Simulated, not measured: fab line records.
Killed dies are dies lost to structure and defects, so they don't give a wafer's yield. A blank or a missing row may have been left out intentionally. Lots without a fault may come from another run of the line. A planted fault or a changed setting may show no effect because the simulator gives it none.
Which tool was responsible?	flow n5 finfet	29 wafers from 10 lots sampled at 4 of the route's 1938 steps

WHAT EACH GAUGE READ, for each wafer
N5_BEOL_M11_OCD_MEAS_38.
lot	measured	on	trench depth nm (nm)
L160	day 11 12:45	ocd-01	151.7 150.1 145.6
L161	day 11 20:28	ocd-02	146.6 146.3 153.5
L163	day 11 20:56	ocd-02	151.0 145.6 153.4
L162	day 12 06:58	ocd-02	151.0 149.0 145.2
L164	day 12 10:07	ocd-02	153.5 152.1
L172	day 14 16:42	ocd-02	145.8 154.0 149.2
L175	day 14 23:23	ocd-02	152.5 153.4 149.1
L174	day 15 03:25	ocd-01	152.3 147.1 147.1
L177	day 15 14:44	ocd-02	151.3 149.2 150.0
L178	day 16 09:08	ocd-02	149.4 149.6 147.7

WHICH TOOL RAN EACH LOT (tool, then ch and the chambers of the sampled wafers, then the start)
lot	N5_BEOL_M11_DESCUM_33	N5_BEOL_M11_VIA_ETCH_34	N5_BEOL_M11_STRIP_36
L160	rie diel-03 ch 0,1,3, day 11 12:16	rie diel-03 ch 0,1,3, day 11 12:28	rie diel-03 ch 0,1,3, day 11 12:32
L161	rie diel-03 ch 1,2,3, day 11 19:59	rie diel-03 ch 1,2,3, day 11 20:11	rie diel-03 ch 1,2,3, day 11 20:15
L163	rie diel-03 ch 1,3, day 11 20:26	rie diel-03 ch 1,3, day 11 20:39	rie diel-03 ch 1,3, day 11 20:43
L162	rie diel-03 ch 0,2,3, day 12 06:28	rie diel-03 ch 0,2,3, day 12 06:40	rie diel-03 ch 0,2,3, day 12 06:44
L164	rie diel-03 ch 0,3, day 12 09:37	rie diel-03 ch 0,3, day 12 09:50	rie diel-03 ch 0,3, day 12 09:54
L172	rie diel-02 ch 0,1,3, day 14 16:13	rie diel-02 ch 0,1,3, day 14 16:25	rie diel-02 ch 0,1,3, day 14 16:29
L175	rie diel-02 ch 0,3, day 14 22:53	rie diel-02 ch 0,3, day 14 23:06	rie diel-02 ch 0,3, day 14 23:10
L174	rie diel-02 ch 0,2,3, day 15 02:55	rie diel-02 ch 0,2,3, day 15 03:08	rie diel-02 ch 0,2,3, day 15 03:11
L177	rie diel-03 ch 0,3, day 15 14:14	rie diel-03 ch 0,3, day 15 14:26	rie diel-03 ch 0,3, day 15 14:31
L178	rie diel-06 ch 0,1,2, day 16 08:39	rie diel-06 ch 0,1,2, day 16 08:52	rie diel-06 ch 0,1,2, day 16 08:55
- N5_BEOL_M11_DESCUM_33: chemistry O2, time 7.9 s.
- N5_BEOL_M11_VIA_ETCH_34: etches SiCOH lowk in C4F6/O2, target depth 184.5 nm, time 69.2 s.
- N5_BEOL_M11_STRIP_36: strips in N2/H2.

THE ANSWER, worked out from the rows above alone
Rule: what is usual is taken from the lots themselves. The widest of any qualifying gaps counts: lots, ordered by their means at a reading, are off when they make up no more than a third of the lots, leave a main group of 4 or more, and stand apart from it by 3 or more times the standard deviation of that group's means. A main group whose means are all the same, to the digits that the tables above print for the reading, isn't used. Also off: a lot with no number at a reading for which 4 or more lots have one. Any other lot the step has rows for is counted as sound.
No lot is off at any reading shown: from this, nothing can be told.

WHAT HAD BEEN PUT IN BY THE SIMULATOR
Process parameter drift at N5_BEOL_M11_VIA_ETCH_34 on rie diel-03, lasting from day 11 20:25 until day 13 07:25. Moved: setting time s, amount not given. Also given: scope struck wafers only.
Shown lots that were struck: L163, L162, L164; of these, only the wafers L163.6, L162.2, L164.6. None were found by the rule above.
